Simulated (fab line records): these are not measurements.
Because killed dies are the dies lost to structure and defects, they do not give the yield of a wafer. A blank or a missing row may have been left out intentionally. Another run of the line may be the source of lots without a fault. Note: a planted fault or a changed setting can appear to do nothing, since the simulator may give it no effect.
fab line records + flow nand-harc
record:
- lots: 5
- wafers: 13
- last-day: 34
route steps=1302 shown P_ZERO_WELL@23 P_STI@69 END@1302
lots with no fault: from the same line, run without faults
start-h: the number of hours between the record's first day and the start of the first shown wafer of the lot + wait-h: hours elapsed since this lot's preceding step + " as in the row above + L1.1+2: a single row standing in for several wafers + - no value, or no start given + * or withheld: withheld + < > ~ a bound
route shown NAME@n: NAME is a module with steps in the file, n the number in the route of the first one + usual: mean/standard deviation taken from wafers without a fault + same: alike in all rows + chamber/n: place in a boat + sites: the reading at each site + _std_site: how widely they spread, as a standard deviation + _edge_site: the outer-site mean with the inner-site mean subtracted + radius-mm: how far each site lies from the wafer's centre + mask NAME#n: copy n + behind: the most recent tool/chamber to have shaped the wafer + hold: cause of the lot's hold/its duration in hours/its outcome + device: which transistor (n, p or np) failed to switch + end of line: the same wafers' tests at the end of the route + a step without rows: its recipe alone + killed: at the first sort, the dies lost to defects and structure; wafer yield is something else + map: shows each die of a wafer: x if killed, . if not, _ if none is there
set.NAME: the setting as run; set.NAME@STEP: as run at that earlier step + model.NAME: the simulator's own value behind a step, which no gauge read
a table for each step, a row for each wafer; lots at some steps of the route
services: when a tool's chamber went out of use (start-h, in hours from the record's first day, below 0 if earlier), for how many hours, and the reason
== steps ==
step: NHARC_P_ZERO_WELL_COAT_18
recipe:
- spin-rpm: withheld
step: NHARC_P_ZERO_WELL_SOFTBAKE_19
recipe:
- temp-c: 122
- time-s: 95
step: NHARC_P_ZERO_WELL_EBR_20
step: NHARC_P_ZERO_WELL_EXPOSE_21
recipe:
- na: 0.6
- target-cd-nm: 720
- dose-mj: 22.31
- mask-id: P_NWELL
step: NHARC_P_ZERO_WELL_PEB_22
recipe:
- peb-temp-c: 118
- peb-time-s: 85
step: NHARC_P_ZERO_WELL_DEVELOP_23
recipe:
- time-s: 70
step: NHARC_P_ZERO_WELL_CD_MEAS_24
recipe:
- target-cd-nm: 720
- landing-energy-ev: 500
usual:
- cd-nm: 719.7/1.5
same:
- landing-energy-ev: 500
| lot.wafer | tool      | chamber | start-h | wait-h | cd-nm |
|-----------|-----------|---------|---------|--------|-------|
| L334.1    | cd-sem-02 | 0       | 22.59   | -      | 719.1 |
| L334.2    | "         | 0       | "       | "      | 718.3 |
| L334.5    | "         | 0       | "       | "      | 719.8 |
| L342.3    | cd-sem-01 | 0       | 104.84  | -      | 721.2 |
| L342.4    | "         | 0       | "       | "      | 720.0 |
| L342.5    | "         | 0       | "       | "      | 721.2 |
| L345.3    | cd-sem-01 | 0       | 132.52  | -      | 717.8 |
| L345.4    | "         | 0       | "       | "      | 719.5 |
| L345.6    | "         | 0       | "       | "      | 719.6 |
| L354.6    | cd-sem-02 | 0       | 223.84  | -      | 721.3 |
| L357.2    | cd-sem-02 | 0       | 252.50  | -      | 720.0 |
| L357.3    | "         | 0       | "       | "      | 720.5 |
| L357.6    | "         | 0       | "       | "      | 720.3 |
step: NHARC_P_ZERO_WELL_HARDBAKE_25
recipe:
- temp-c: 125
- time-s: 80
step: NHARC_P_ZERO_WELL_DESCUM_26
recipe:
- time-s: 3
- o2-flow-sccm: 200
- ar-flow-sccm: 0
- bias-power-w: 0
- chemistry: O2
usual:
- chamber-pressure-mTorr: 59.99/0.058
- drypump-motor-current-A: 5.7/0.54
- oes-product-au: 1.001/0.0068
- rf-vpp-V: 57.5/0.83
- showerhead-plenum-p-Torr: 1.88/0.07
- throttle-valve-pct: 11.309/0.0088
| lot.wafer | tool        | chamber | start-h | wait-h | chamber-pressure-mTorr | drypump-motor-current-A | oes-product-au | rf-hours-counter-h | rf-vpp-V | showerhead-plenum-p-Torr | throttle-valve-pct |
|-----------|-------------|---------|---------|--------|------------------------|-------------------------|----------------|--------------------|----------|--------------------------|--------------------|
| L334.1    | rie-diel-04 | 0       | 22.76   | -      | 60.01                  | 6.1                     | 1.004          | 6                  | 56.8     | 1.83                     | 11.309             |
| L334.2    | "           | 1       | "       | "      | 60.02                  | 6.8                     | 1.005          | 4                  | 58.2     | 2.01                     | 11.319             |
| L334.5    | "           | 0       | "       | "      | 60.04                  | 6.1                     | 0.998          | -                  | 56.9     | 1.83                     | 11.301             |
| L342.4    | rie-diel-07 | 2       | 105.00  | -      | 60.01                  | 6.5                     | 0.989          | 52                 | 58.7     | 1.96                     | 11.322             |
| L342.3    | "           | 3       | "       | "      | 60.00                  | 5.0                     | 0.985          | 54                 | 57.6     | 1.88                     | 11.298             |
| L342.5    | "           | 3       | "       | "      | 60.01                  | 5.1                     | 0.997          | -                  | 57.7     | 1.88                     | 11.315             |
| L345.3    | rie-diel-02 | 3       | 132.68  | -      | 60.01                  | 5.3                     | 1.006          | 24                 | 57.8     | 1.92                     | 11.321             |
| L345.4    | "           | 1       | "       | "      | 60.04                  | 5.7                     | 1.008          | 27                 | 57.7     | 1.87                     | 11.296             |
| L345.6    | "           | 3       | "       | "      | 60.02                  | 5.4                     | 0.996          | -                  | 57.5     | 1.92                     | 11.311             |
| L354.6    | rie-diel-04 | 2       | 224.04  | -      | 60.00                  | 6.4                     | 0.999          | -                  | 57.2     | 1.87                     | 11.311             |
| L357.2    | rie-diel-07 | 3       | 252.67  | -      | 59.99                  | 5.1                     | 0.999          | 43                 | 57.6     | 1.87                     | 11.307             |
| L357.3    | "           | 0       | "       | "      | 60.00                  | 6.0                     | 1.010          | 47                 | 58.4     | 1.96                     | 11.306             |
| L357.6    | "           | 3       | "       | "      | 60.09                  | 5.1                     | 0.995          | -                  | 58.1     | 1.87                     | 11.314             |
step: NHARC_P_ZERO_WELL_IMPLANT_27
recipe:
- energy-kev: 600
- dose-cm2: 1e+13
- tilt-deg: 7
step: NHARC_P_ZERO_WELL_IMPLANT_57
recipe:
- energy-kev: 250
- dose-cm2: 4e+12
- tilt-deg: 7
step: NHARC_P_ZERO_WELL_IMPLANT_58
recipe:
- energy-kev: 100
- dose-cm2: 2e+12
- tilt-deg: 7
step: NHARC_P_ZERO_WELL_STRIP_28
recipe:
- time-s: 840
- temp-c: 130
- chemistry: SPM
| lot.wafer  | tool         | chamber | start-h | wait-h |
|------------|--------------|---------|---------|--------|
| L334.2+1+5 | wet-bench-03 | 4,5,6   | 23.50   | 0.2    |
| L342.3+5+4 | wet-bench-07 | 0,1,4   | 105.72  | 0.1    |
| L345.3+4+6 | wet-bench-04 | 0,1,2   | 133.41  | 0.1    |
| L354.6     | wet-bench-07 | 1       | 224.72  | 0.0    |
| L357.2+3+6 | wet-bench-04 | 4,5,0   | 253.41  | 0.2    |
step: NHARC_P_ZERO_WELL_DEHYDRATE_29
recipe:
- temp-c: 150
- time-s: 120
step: NHARC_P_ZERO_WELL_HMDS_30
recipe:
- time-s: 30
step: NHARC_P_ZERO_WELL_COAT_31
recipe:
- spin-rpm: withheld
step: NHARC_P_ZERO_WELL_SOFTBAKE_32
recipe:
- temp-c: 122
- time-s: 95
step: NHARC_P_ZERO_WELL_EBR_33
step: NHARC_P_ZERO_WELL_EXPOSE_34
recipe:
- na: 0.6
- target-cd-nm: 720
- dose-mj: 22.31
- mask-id: P_PWELL
step: NHARC_P_ZERO_WELL_PEB_35
recipe:
- peb-temp-c: 118
- peb-time-s: 85
step: NHARC_P_ZERO_WELL_DEVELOP_36
recipe:
- time-s: 70
step: NHARC_P_ZERO_WELL_CD_MEAS_37
recipe:
- target-cd-nm: 720
- landing-energy-ev: 500
usual:
- cd-nm: 720.1/1.3
same:
- landing-energy-ev: 500
| lot.wafer | tool      | chamber | start-h | wait-h | cd-nm |
|-----------|-----------|---------|---------|--------|-------|
| L334.1    | cd-sem-02 | 0       | 24.24   | -      | 720.5 |
| L334.2    | "         | 0       | "       | "      | 721.9 |
| L334.5    | "         | 0       | "       | "      | 722.0 |
| L342.3    | cd-sem-03 | 0       | 106.48  | -      | 718.6 |
| L342.4    | "         | 0       | "       | "      | 718.9 |
| L342.5    | "         | 0       | "       | "      | 718.8 |
| L345.3    | cd-sem-02 | 0       | 134.04  | -      | 719.6 |
| L345.4    | "         | 0       | "       | "      | 720.5 |
| L345.6    | "         | 0       | "       | "      | 720.2 |
| L354.6    | cd-sem-02 | 0       | 225.49  | -      | 722.2 |
| L357.2    | cd-sem-03 | 0       | 254.16  | -      | 720.3 |
| L357.3    | "         | 0       | "       | "      | 719.6 |
| L357.6    | "         | 0       | "       | "      | 719.6 |
step: NHARC_P_ZERO_WELL_HARDBAKE_38
recipe:
- temp-c: 125
- time-s: 80
step: NHARC_P_ZERO_WELL_DESCUM_39
recipe:
- time-s: 3
- o2-flow-sccm: 200
- ar-flow-sccm: 0
- bias-power-w: 0
- chemistry: O2
usual:
- chamber-pressure-mTorr: 60.00/0.055
- drypump-motor-current-A: 5.8/0.53
- oes-product-au: 0.999/0.0066
- rf-vpp-V: 57.7/0.82
- showerhead-plenum-p-Torr: 1.88/0.07
- throttle-valve-pct: 11.310/0.0093
| lot.wafer | tool        | chamber | start-h | wait-h | chamber-pressure-mTorr | drypump-motor-current-A | oes-product-au | rf-hours-counter-h | rf-vpp-V | showerhead-plenum-p-Torr | throttle-valve-pct |
|-----------|-------------|---------|---------|--------|------------------------|-------------------------|----------------|--------------------|----------|--------------------------|--------------------|
| L334.1    | rie-diel-02 | 2       | 24.40   | -      | 60.03                  | 5.4                     | 0.988          | 41                 | 57.6     | 1.83                     | 11.318             |
| L334.2    | "           | 3       | "       | "      | 60.03                  | 5.3                     | 0.993          | 43                 | 57.8     | 1.93                     | 11.294             |
| L334.5    | "           | 2       | "       | "      | 60.00                  | 5.4                     | 0.990          | -                  | 56.6     | 1.83                     | 11.321             |
| L342.3    | rie-diel-07 | 0       | 106.63  | -      | 59.96                  | 6.0                     | 1.008          | 48                 | 57.9     | 1.98                     | 11.305             |
| L342.4    | "           | 1       | "       | "      | 59.96                  | 6.1                     | 1.013          | 45                 | 57.3     | 1.77                     | 11.299             |
| L342.5    | "           | 0       | "       | "      | 59.94                  | 6.0                     | 0.996          | -                  | 59.2     | 1.98                     | 11.314             |
| L345.3    | rie-diel-04 | 2       | 134.23  | -      | 59.98                  | 6.3                     | 0.992          | 37                 | 56.1     | 1.87                     | 11.306             |
| L345.6    | "           | 0       | "       | "      | 59.95                  | 6.0                     | 1.006          | -                  | 56.9     | 1.82                     | 11.304             |
| L345.4    | "           | 2       | "       | "      | 60.00                  | 6.3                     | 1.003          | -                  | 56.9     | 1.87                     | 11.313             |
| L354.6    | rie-diel-02 | 0       | 226.16  | -      | 59.87                  | 4.9                     | 1.006          | -                  | 57.2     | 1.78                     | 11.293             |
| L357.3    | rie-diel-02 | 0       | 254.32  | -      | 60.02                  | 4.9                     | 1.020          | 8                  | 57.5     | 1.78                     | 11.315             |
| L357.2    | "           | 1       | "       | "      | 60.09                  | 5.7                     | 0.999          | 9                  | 58.7     | 1.86                     | 11.306             |
| L357.6    | "           | 0       | "       | "      | 59.96                  | 4.9                     | 1.016          | -                  | 57.9     | 1.78                     | 11.304             |
step: NHARC_P_ZERO_WELL_IMPLANT_40
recipe:
- energy-kev: 300
- dose-cm2: 1e+13
- tilt-deg: 7
step: NHARC_P_ZERO_WELL_IMPLANT_59
recipe:
- energy-kev: 120
- dose-cm2: 5e+12
- tilt-deg: 7
step: NHARC_P_ZERO_WELL_IMPLANT_60
recipe:
- energy-kev: 30
- dose-cm2: 2e+12
- tilt-deg: 7
step: NHARC_P_ZERO_WELL_STRIP_41
recipe:
- time-s: 840
- temp-c: 130
- chemistry: SPM
step: NHARC_P_ZERO_WELL_DEHYDRATE_44
recipe:
- temp-c: 150
- time-s: 120
step: NHARC_P_ZERO_WELL_HMDS_45
recipe:
- time-s: 30
step: NHARC_P_ZERO_WELL_COAT_46
recipe:
- spin-rpm: withheld
step: NHARC_P_ZERO_WELL_SOFTBAKE_47
recipe:
- temp-c: 122
- time-s: 95
step: NHARC_P_ZERO_WELL_EBR_48
step: NHARC_P_ZERO_WELL_EXPOSE_49
recipe:
- na: 0.6
- target-cd-nm: 2000
- dose-mj: 22.64
- mask-id: P_HVPW
step: NHARC_P_ZERO_WELL_PEB_50
recipe:
- peb-temp-c: 118
- peb-time-s: 85
step: NHARC_P_ZERO_WELL_DEVELOP_51
recipe:
- time-s: 70
step: NHARC_P_ZERO_WELL_CD_MEAS_52
recipe:
- target-cd-nm: 2000
- landing-energy-ev: 500
usual:
- cd-nm: 1999.8/1.3
same:
- landing-energy-ev: 500
| lot.wafer | tool      | chamber | start-h | wait-h | cd-nm  |
|-----------|-----------|---------|---------|--------|--------|
| L334.1    | cd-sem-02 | 0       | 25.88   | -      | 1999.4 |
| L334.2    | "         | 0       | "       | "      | 1999.4 |
| L334.5    | "         | 0       | "       | "      | 1999.4 |
| L342.3    | cd-sem-02 | 0       | 107.99  | -      | 2001.7 |
| L342.4    | "         | 0       | "       | "      | 2000.8 |
| L342.5    | "         | 0       | "       | "      | 2001.2 |
| L345.3    | cd-sem-01 | 0       | 135.58  | -      | 1998.6 |
| L345.4    | "         | 0       | "       | "      | 2000.1 |
| L345.6    | "         | 0       | "       | "      | 1999.9 |
| L354.6    | cd-sem-02 | 0       | 227.61  | -      | 1999.7 |
| L357.2    | cd-sem-03 | 0       | 255.80  | -      | 2000.5 |
| L357.3    | "         | 0       | "       | "      | 1998.1 |
| L357.6    | "         | 0       | "       | "      | 2000.2 |
step: NHARC_P_ZERO_WELL_HARDBAKE_53
recipe:
- temp-c: 125
- time-s: 80
step: NHARC_P_ZERO_WELL_DESCUM_54
recipe:
- time-s: 3
- o2-flow-sccm: 200
- ar-flow-sccm: 0
- bias-power-w: 0
- chemistry: O2
usual:
- chamber-pressure-mTorr: 60.00/0.055
- drypump-motor-current-A: 5.6/0.5
- oes-product-au: 1.000/0.007
- rf-vpp-V: 57.6/0.87
- showerhead-plenum-p-Torr: 1.88/0.072
- throttle-valve-pct: 11.311/0.0092
| lot.wafer | tool        | chamber | start-h | wait-h | chamber-pressure-mTorr | drypump-motor-current-A | oes-product-au | rf-hours-counter-h | rf-vpp-V | showerhead-plenum-p-Torr | throttle-valve-pct |
|-----------|-------------|---------|---------|--------|------------------------|-------------------------|----------------|--------------------|----------|--------------------------|--------------------|
| L334.1    | rie-diel-07 | 3       | 26.05   | -      | 60.05                  | 5.1                     | 1.000          | 27                 | 57.6     | 1.89                     | 11.304             |
| L334.2    | "           | 1       | "       | "      | 60.02                  | 6.1                     | 1.003          | 23                 | 57.5     | 1.78                     | 11.316             |
| L334.5    | "           | 2       | "       | "      | 59.99                  | 6.5                     | 1.011          | -                  | 57.3     | 1.96                     | 11.300             |
| L342.4    | rie-diel-02 | 3       | 108.16  | -      | 60.03                  | 5.4                     | 0.995          | 19                 | 58.5     | 1.92                     | 11.310             |
| L342.3    | "           | 1       | "       | "      | 60.05                  | 5.7                     | 0.999          | 22                 | 56.9     | 1.87                     | 11.324             |
| L342.5    | "           | 2       | "       | "      | 59.97                  | 5.4                     | 1.000          | -                  | 57.6     | 1.83                     | 11.306             |
| L345.3    | rie-diel-07 | 0       | 135.73  | -      | 59.99                  | 6.1                     | 1.004          | 2                  | 57.3     | 1.98                     | 11.299             |
| L345.6    | "           | 0       | "       | "      | 60.00                  | 6.1                     | 0.998          | -                  | 56.7     | 1.98                     | 11.308             |
| L345.4    | "           | 3       | "       | "      | 59.94                  | 5.1                     | 0.991          | -                  | 57.9     | 1.88                     | 11.307             |
| L354.6    | rie-diel-02 | 3       | 227.82  | -      | 60.00                  | 5.4                     | 0.997          | -                  | 57.0     | 1.91                     | 11.299             |
| L357.3    | rie-diel-02 | 2       | 255.95  | -      | 59.99                  | 5.4                     | 0.998          | 10                 | 56.9     | 1.81                     | 11.322             |
| L357.2    | "           | 3       | "       | "      | 59.99                  | 5.4                     | 1.009          | 9                  | 59.5     | 1.91                     | 11.307             |
| L357.6    | "           | 3       | "       | "      | 60.05                  | 5.4                     | 1.005          | -                  | 57.9     | 1.91                     | 11.318             |
step: NHARC_P_ZERO_WELL_IMPLANT_55
recipe:
- energy-kev: 180
- dose-cm2: 8e+11
- tilt-deg: 7
step: NHARC_P_ZERO_WELL_IMPLANT_61
recipe:
- energy-kev: 30
- dose-cm2: 5e+11
- tilt-deg: 7
step: NHARC_P_ZERO_WELL_STRIP_56
recipe:
- time-s: 840
- temp-c: 130
- chemistry: SPM
step: NHARC_P_ZERO_WELL_INSPECT_43
usual:
- raw-defect-count: 13/5.7
| lot.wafer | tool              | chamber | start-h | wait-h | hold                     | raw-defect-count |
|-----------|-------------------|---------|---------|--------|--------------------------|------------------|
| L334.1    | defect-inspect-01 | -       | 27.69   | 0.6    | -                        | 18               |
| L334.2    | "                 | -       | "       | "      | -                        | 5                |
| L334.5    | "                 | -       | "       | "      | -                        | 9                |
| L342.3    | defect-inspect-02 | -       | 109.81  | 0.4    | -                        | 14               |
| L342.4    | "                 | -       | "       | "      | -                        | 16               |
| L342.5    | "                 | -       | "       | "      | -                        | 11               |
| L345.3    | defect-inspect-01 | -       | 137.43  | 0.4    | -                        | 11               |
| L345.4    | "                 | -       | "       | "      | -                        | 12               |
| L345.6    | "                 | -       | "       | "      | -                        | 15               |
| L354.6    | defect-inspect-01 | -       | 229.41  | 0.0    | await-dispo/0.2h/release | 586              |
| L354.6    | defect-inspect-01 | -       | 229.58  | 0.2    | -                        | 579              |
| L357.2    | defect-inspect-02 | -       | 257.61  | 0.5    | -                        | 13               |
| L357.3    | "                 | -       | "       | "      | -                        | 10               |
| L357.6    | "                 | -       | "       | "      | -                        | 16               |
step: NHARC_P_STI_ETCH_26
recipe:
- target-depth-a: 110
- chemistry: dHF
- material: SiO2
| lot.wafer  | tool         | chamber | start-h | wait-h | hold                     |
|------------|--------------|---------|---------|--------|--------------------------|
| L334.5+2+1 | wet-bench-06 | 5,7,2   | 27.74   | 0.0    | -                        |
| L342.3+5+4 | wet-bench-02 | 2,5,6   | 109.87  | 0.1    | -                        |
| L345.6+3+4 | wet-bench-02 | 6,0,1   | 137.50  | 0.1    | -                        |
| L354.6     | wet-bench-05 | 5       | 230.77  | 1.2    | await-dispo/1.1h/release |
| L357.2+3+6 | wet-bench-06 | 1,4,5   | 257.66  | 0.0    | -                        |
step: NHARC_P_STI_INSPECT_11
usual:
- raw-defect-count: 6.1/2.9
| lot.wafer | tool              | chamber | start-h | wait-h | hold                     | raw-defect-count |
|-----------|-------------------|---------|---------|--------|--------------------------|------------------|
| L334.1    | defect-inspect-02 | -       | 44.39   | 0.0    | -                        | 3                |
| L334.2    | "                 | -       | "       | "      | -                        | 8                |
| L334.5    | "                 | -       | "       | "      | -                        | 7                |
| L342.3    | defect-inspect-01 | -       | 124.98  | 0.0    | -                        | 2                |
| L342.4    | "                 | -       | "       | "      | -                        | 10               |
| L342.5    | "                 | -       | "       | "      | -                        | 8                |
| L345.3    | defect-inspect-02 | -       | 156.56  | 0.0    | -                        | 6                |
| L345.4    | "                 | -       | "       | "      | -                        | 10               |
| L345.6    | "                 | -       | "       | "      | -                        | 8                |
| L354.6    | defect-inspect-01 | -       | 244.62  | 0.0    | await-dispo/0.2h/release | 579              |
| L354.6    | defect-inspect-01 | -       | 244.79  | 0.2    | -                        | 576              |
| L357.2    | defect-inspect-01 | -       | 274.51  | 0.0    | -                        | 10               |
| L357.3    | "                 | -       | "       | "      | -                        | 6                |
| L357.6    | "                 | -       | "       | "      | -                        | 9                |
step: NHARC_END_SORT_01
recipe:
- temp-c: 25
usual:
- killed-at-array: 53/21
- killed-at-other: 1.0/1.3
- killed-at-periphery: 3.8/2.4
- killed-dies: 58/21
- killed-open: 3.4/1.9
- killed-short: 2.4/1.5
same:
- gross-dies: 677
| lot.wafer | tool      | chamber | start-h | wait-h | killed-at-array | killed-at-other | killed-at-periphery | killed-dies | killed-open | killed-short |
|-----------|-----------|---------|---------|--------|-----------------|-----------------|---------------------|-------------|-------------|--------------|
| L354.6    | prober-01 | 0       | 808.07  | 4.0    | 48              | 4               | 99                  | 151         | 6           | 2            |
killed by level:class
L354.6 P_ZERO_WELL:unspecified=93 A_CHANNEL_HOLE_D2:chamber-film-flake=15 A_CHANNEL_HOLE_D1:chamber-film-flake=11 A_STAIRCASE:chamber-film-flake=7 P_CONTACT:chamber-film-flake=3 A_SLIT:chamber-film-flake=3 A_CONTACT:chamber-film-flake=3 THIN_TSV:chamber-film-flake=3
map L354.6 (x killed, . not)
____________.____________
_________......._________
_______..........._______
______.............______
_____............x.._____
____.................____
____x.........x......____
___..........x........___
___...x.xxx.x.........___
__..x.xxxxxxx.....x....__
__..x.xxxxx............__
_...xxxxxxxx.xx........._
_...xxxxxxxx............_
_....xxxxxxx..x....x...._
_..xxxxxxxxxx..........._
_...xxxxxxxxx.x........._
....xxxxxxxxx............
.....xxxxxx.x....x.......
....xxxxxxxxx............
.....xxxx.x..............
......xxx.xx.............
_......x...............x_
_.........x............._
_........x............x._
_.x....................._
_.......x..............._
__..........x.....x....__
__...................x.__
___.......x...........___
___....x..............___
____..xx.x..x......xx____
____xxxxxxx....x.x...____
_____xxxx..........._____
______xxx..xx...x..______
_______xxx..x....._______
_________xx....x_________
____________.____________
map L342.4 (x killed, . not)
____________x____________
_________.x.xxxx_________
_______.....xxxxxx_______
______...x...xxxx..______
_____........xx.x..._____
____.................____
____...........x.....____
___...................___
___...x...............___
__......x..............__
__.....................__
_...x..x................_
_......xx....x.........._
_.x...x.x.......x......._
_.....xxxxxx............_
_.....xxxxxx..x........._
.....xxxxxxx.............
....x.xxxxx..x...........
.....xxx.x....x..........
.....x.xxxx..............
.....x.xx................
_......x................_
_......................._
_......................._
_......................._
_..........x............_
__.....................__
__...x....x..x.........__
___...................___
___...................___
____.xx..x...........____
____.xx.x.......x....____
_____..x....x...x..._____
______.xx..........______
_______.x..x......_______
_________......._________
____________x____________
== services ==
| tool         | chamber | start-h | hours | kind   |
|--------------|---------|---------|-------|--------|
| rie-diel-04  | -       | 1.27    | 9.0   | pm     |
| rie-diel-02  | 0       | 12.31   | 1.7   | repair |
| wet-bench-06 | -       | 17.60   | 8.0   | pm     |
| rie-diel-04  | -       | 20.23   | 0.7   | repair |
| rie-diel-02  | 1       | 30.07   | 10.9  | repair |
| rie-diel-02  | -       | 39.73   | 9.0   | pm     |
| wet-bench-04 | -       | 51.20   | 8.0   | pm     |
| wet-bench-02 | -       | 71.53   | 8.0   | pm     |
| rie-diel-07  | 1       | 80.62   | 7.5   | repair |
| rie-diel-07  | 2       | 86.21   | 2.4   | repair |
| rie-diel-07  | -       | 105.69  | 0.4   | repair |
| rie-diel-07  | -       | 119.37  | 9.0   | pm     |
| rie-diel-04  | 2       | 122.02  | 11.2  | repair |
| rie-diel-04  | 0       | 126.27  | 2.3   | repair |
| rie-diel-04  | 1       | 133.26  | 13.0  | repair |
| rie-diel-07  | 2       | 135.11  | 1.5   | repair |
| rie-diel-02  | -       | 146.75  | 0.8   | repair |
| wet-bench-06 | -       | 166.32  | 2.7   | repair |
| rie-diel-04  | 2       | 170.29  | 5.6   | repair |
| rie-diel-04  | -       | 178.27  | 9.0   | pm     |
| wet-bench-06 | -       | 193.60  | 8.0   | pm     |
| rie-diel-02  | -       | 216.99  | 9.0   | pm     |
| wet-bench-04 | -       | 227.20  | 8.0   | pm     |
| rie-diel-07  | 1       | 247.23  | 8.4   | repair |
== key ==
first-sign:
- step: NHARC_P_ZERO_WELL_INSPECT_43
- reading: raw-defect-count
- direction: up
- sigmas: 99+
- usual: 13
- struck: 586
effect:
- step: NHARC_P_ZERO_WELL_INSPECT_43
- reading: hold
- direction: added
effect:
- step: NHARC_P_STI_INSPECT_11
- reading: raw-defect-count
- direction: up
- sigmas: 99+
- usual: 6.1
- struck: 579
effect:
- step: NHARC_END_SORT_01
- reading: killed-at-periphery
- direction: up
- sigmas: 40
- usual: 3.8
- struck: 99
more-kills-born-at:
- NHARC_P_ZERO_WELL_STRIP_28@wet-bench-07: 93
met-at NHARC_P_ZERO_WELL_STRIP_28
struck-wafers L354.6
tester-left-out L354
onset-between 105.72 224.72
also-fits NHARC_P_ZERO_WELL_DESCUM_26:rie-diel-04
fault:
- kind: chamber-particle-source
- tool: wet-bench-07
- chamber: 1
- onset-h: 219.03
- steps: NHARC_P_ZERO_WELL_STRIP_28
- rate-per-visit-cm2: 0.87109
- end-h: 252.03
tester-left-out: of these lots the tester's yield and bins aren't shown, on N5 and GAA mostly nor the transistor test; their killed dies are dies lost to structure and defects alone, not to doping, threshold or leakage, so they don't give the yield
